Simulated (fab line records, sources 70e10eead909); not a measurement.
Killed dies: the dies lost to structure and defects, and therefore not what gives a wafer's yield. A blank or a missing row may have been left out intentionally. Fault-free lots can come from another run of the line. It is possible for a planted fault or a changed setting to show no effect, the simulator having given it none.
Matching of chambers :: flow nand_harc :: NHARC_A_CONTACT_DEP_58 on pecvd-04 has 3 sister chambers
The step deposits SiON, target thk 60 nm. 3 wafers are shown with their chamber, then 7 later ones without.

== WAFERS, EACH WITH ITS CHAMBER ==
wafer: L093.5
chamber: 2
heater_power_w (W): 836

wafer: L092.1
chamber: 1
heater_power_w (W): 858

wafer: L092.2
chamber: 0
heater_power_w (W): 654

== WAFERS MISSING THEIR CHAMBER ==
wafer: L092.4
heater_power_w (W): 658

wafer: L092.3
heater_power_w (W): 822

wafer: L092.5
heater_power_w (W): 853

wafer: L092.6
heater_power_w (W): 857

wafer: L095.2
heater_power_w (W): 836

wafer: L095.3
heater_power_w (W): 645

wafer: L095.6
heater_power_w (W): 711

== WHICH CHAMBER EACH ONE RAN IN ==
wafer: L092.4
from the rows above: 0
in truth: 0

wafer: L092.3
from the rows above: can't be placed: 2 or 1
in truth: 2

wafer: L092.5
from the rows above: can't be placed: 1 or 2
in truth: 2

wafer: L092.6
from the rows above: can't be placed: 1 or 2
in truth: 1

wafer: L095.2
from the rows above: can't be placed: 2 or 1
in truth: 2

wafer: L095.3
from the rows above: 0
in truth: 0

wafer: L095.6
from the rows above: 0
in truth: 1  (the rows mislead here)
2 of 7 placed correctly. Can't be placed from these rows: 4 (the true chamber is among the candidates in 4). 1 placed wrongly.
How it was worked out, from the rows above alone: a wafer's distance from a chamber is the root of the sum, over the readings, of the square of ((its reading less the chamber's mean) divided by the reading's scatter). The wafer belongs to the nearest chamber; if the next one is less than 2 further off, it can't be placed. A chamber's mean is the mean of its shown wafers. The scatter: root of mean squared gap, hidden wafer to nearest shown wafer, with one shown wafer a chamber.
